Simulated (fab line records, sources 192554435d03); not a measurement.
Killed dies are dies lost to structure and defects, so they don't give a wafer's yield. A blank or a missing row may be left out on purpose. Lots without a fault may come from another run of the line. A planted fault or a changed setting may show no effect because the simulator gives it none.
Chamber matching | flow n5_finfet | N5_MOL_CONTACT_COAG_ETCH_66 on rie_diel-02: 4 sister chambers
The step etches SiARC in CF4, target depth 13 nm, time 21.7 s. 4 wafers are shown with their chamber, then 9 later ones without.

WAFERS WITH THEIR CHAMBER
wafer  | chamber | drypump_motor_current_A (A)
L089.6 | 3       | 5.8
L092.1 | 2       | 5.1
L092.3 | 0       | 6.5
L092.4 | 1       | 6.3

WAFERS WITHOUT THEIR CHAMBER
wafer  | drypump_motor_current_A (A)
L093.2 | 5.9
L093.4 | 6.3
L093.5 | 5.1
L095.2 | 5.8
L095.3 | 6.3
L095.5 | 6.3
L097.1 | 5.9
L097.3 | 6.6
L097.5 | 6.5

WHICH CHAMBER EACH WENT THROUGH
wafer  | from the rows above | in truth
L093.2 | 3                   | 3
L093.4 | 1                   | 1
L093.5 | 2                   | 2
L095.2 | 3                   | 3
L095.3 | 1                   | 1
L095.5 | 1                   | 1
L097.1 | 3                   | 3
L097.3 | 0                   | 0
L097.5 | 0                   | 0
Placed correctly: 9 of 9. Can't be placed from these rows: 0. Placed wrongly: 0.
How it was worked out, from the rows above alone: a wafer's distance from a chamber is the root of the sum, over the readings, of the square of ((its reading less the chamber's mean) divided by the reading's scatter). The wafer belongs to the nearest chamber; if the next one is less than 2 further off, it can't be placed. A chamber's mean is the mean of its shown wafers. The scatter: with one shown wafer a chamber, the root of the mean of the squares of how far each hidden wafer lies from its nearest shown one.
